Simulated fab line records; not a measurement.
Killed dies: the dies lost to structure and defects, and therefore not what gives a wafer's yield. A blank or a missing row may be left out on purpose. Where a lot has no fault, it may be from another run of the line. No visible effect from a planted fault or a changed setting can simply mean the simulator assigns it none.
Matching of chambers :: flow n5Finfet :: 4 sister chambers for N5_MOL_CONTACT_COAG_ETCH_110 on rieDiel-04
The step etches Si in CF4/O2, target depth 2.5 nm, time 8 s. 18 wafers are shown with their chamber, then 9 later ones without.

== WAFERS PAIRED WITH THEIR CHAMBERS ==
wafer: L078.1
chamber: 1
showerheadPlenumPTorr (Torr): 2.25
drypumpMotorCurrentA (A): 5.4
oes_ar_750_au (a.u.): 0.92

wafer: L078.3
chamber: 2
showerheadPlenumPTorr (Torr): 2.13
drypumpMotorCurrentA (A): 6.4
oes_ar_750_au (a.u.): 0.74

wafer: L078.6
chamber: 2
showerheadPlenumPTorr (Torr): 2.13
drypumpMotorCurrentA (A): 6.4
oes_ar_750_au (a.u.): 0.74

wafer: L080.1
chamber: 3
showerheadPlenumPTorr (Torr): 2.23
drypumpMotorCurrentA (A): 5.7
oes_ar_750_au (a.u.): 0.73

wafer: L080.4
chamber: 2
showerheadPlenumPTorr (Torr): 2.13
drypumpMotorCurrentA (A): 6.4
oes_ar_750_au (a.u.): 0.74

wafer: L080.5
chamber: 1
showerheadPlenumPTorr (Torr): 2.25
drypumpMotorCurrentA (A): 5.4
oes_ar_750_au (a.u.): 0.91

wafer: L081.2
chamber: 3
showerheadPlenumPTorr (Torr): 2.23
drypumpMotorCurrentA (A): 5.7
oes_ar_750_au (a.u.): 0.73

wafer: L081.4
chamber: 1
showerheadPlenumPTorr (Torr): 2.25
drypumpMotorCurrentA (A): 5.4
oes_ar_750_au (a.u.): 0.91

wafer: L081.6
chamber: 0
showerheadPlenumPTorr (Torr): 2.17
drypumpMotorCurrentA (A): 6.2
oes_ar_750_au (a.u.): 0.79

wafer: L082.1
chamber: 0
showerheadPlenumPTorr (Torr): 2.17
drypumpMotorCurrentA (A): 6.1
oes_ar_750_au (a.u.): 0.78

wafer: L082.2
chamber: 1
showerheadPlenumPTorr (Torr): 2.25
drypumpMotorCurrentA (A): 5.4
oes_ar_750_au (a.u.): 0.91

wafer: L082.4
chamber: 2
showerheadPlenumPTorr (Torr): 2.13
drypumpMotorCurrentA (A): 6.4
oes_ar_750_au (a.u.): 0.74

wafer: L086.1
chamber: 1
showerheadPlenumPTorr (Torr): 2.25
drypumpMotorCurrentA (A): 5.4
oes_ar_750_au (a.u.): 0.90

wafer: L086.2
chamber: 2
showerheadPlenumPTorr (Torr): 2.13
drypumpMotorCurrentA (A): 6.4
oes_ar_750_au (a.u.): 0.73

wafer: L086.4
chamber: 3
showerheadPlenumPTorr (Torr): 2.23
drypumpMotorCurrentA (A): 5.6
oes_ar_750_au (a.u.): 0.72

wafer: L090.1
chamber: 3
showerheadPlenumPTorr (Torr): 2.22
drypumpMotorCurrentA (A): 5.6
oes_ar_750_au (a.u.): 0.71

wafer: L090.4
chamber: 2
showerheadPlenumPTorr (Torr): 2.12
drypumpMotorCurrentA (A): 6.4
oes_ar_750_au (a.u.): 0.73

wafer: L090.6
chamber: 2
showerheadPlenumPTorr (Torr): 2.12
drypumpMotorCurrentA (A): 6.4
oes_ar_750_au (a.u.): 0.72

SIGNATURES (means of the wafers above)
reading: showerheadPlenumPTorr
chamber 0: 2.1700
chamber 1: 2.2500
chamber 2: 2.1271
chamber 3: 2.2275
scatter within a chamber: 0.00394

reading: drypumpMotorCurrentA
chamber 0: 6.150
chamber 1: 5.400
chamber 2: 6.400
chamber 3: 5.650
scatter within a chamber: 0.0327

reading: oes_ar_750_au
chamber 0: 0.7850
chamber 1: 0.9100
chamber 2: 0.7343
chamber 3: 0.7225
scatter within a chamber: 0.008
Rule: for a wafer and a chamber, the distance is found by dividing, reading by reading, the gap between the wafer's reading and the chamber's mean by the reading's scatter, squaring, summing and taking the root. If the next closest chamber is less than 2 further off than the closest, the wafer can't be placed; otherwise it belongs to the closest. The scatter: the root of (the sum of the squares of (reading less its chamber's mean) over the shown wafers, divided by (wafers less chambers)).

== WAFERS MISSING THEIR CHAMBER ==
wafer: L094.2
showerheadPlenumPTorr (Torr): 2.16
drypumpMotorCurrentA (A): 6.2
oes_ar_750_au (a.u.): 0.76

wafer: L094.3
showerheadPlenumPTorr (Torr): 2.22
drypumpMotorCurrentA (A): 5.6
oes_ar_750_au (a.u.): 0.71

wafer: L094.5
showerheadPlenumPTorr (Torr): 2.16
drypumpMotorCurrentA (A): 6.2
oes_ar_750_au (a.u.): 0.76

wafer: L095.1
showerheadPlenumPTorr (Torr): 2.12
drypumpMotorCurrentA (A): 6.4
oes_ar_750_au (a.u.): 0.71

wafer: L095.2
showerheadPlenumPTorr (Torr): 2.22
drypumpMotorCurrentA (A): 5.7
oes_ar_750_au (a.u.): 0.72

wafer: L095.4
showerheadPlenumPTorr (Torr): 2.24
drypumpMotorCurrentA (A): 5.4
oes_ar_750_au (a.u.): 0.88

wafer: L096.2
showerheadPlenumPTorr (Torr): 2.12
drypumpMotorCurrentA (A): 6.4
oes_ar_750_au (a.u.): 0.72

wafer: L096.3
showerheadPlenumPTorr (Torr): 2.24
drypumpMotorCurrentA (A): 5.4
oes_ar_750_au (a.u.): 0.87

wafer: L096.4
showerheadPlenumPTorr (Torr): 2.22
drypumpMotorCurrentA (A): 5.7
oes_ar_750_au (a.u.): 0.71

== EACH ONE'S CHAMBER ==
wafer: L094.2
from the rows above: 0
in truth: 0

wafer: L094.3
from the rows above: 3
in truth: 3

wafer: L094.5
from the rows above: 0
in truth: 0

wafer: L095.1
from the rows above: 2
in truth: 2

wafer: L095.2
from the rows above: 3
in truth: 3

wafer: L095.4
from the rows above: 1
in truth: 1

wafer: L096.2
from the rows above: 2
in truth: 2

wafer: L096.3
from the rows above: 1
in truth: 1

wafer: L096.4
from the rows above: 3
in truth: 3
Correctly placed: 9 of 9. Number that these rows cannot place: 0. Placed wrongly: 0.
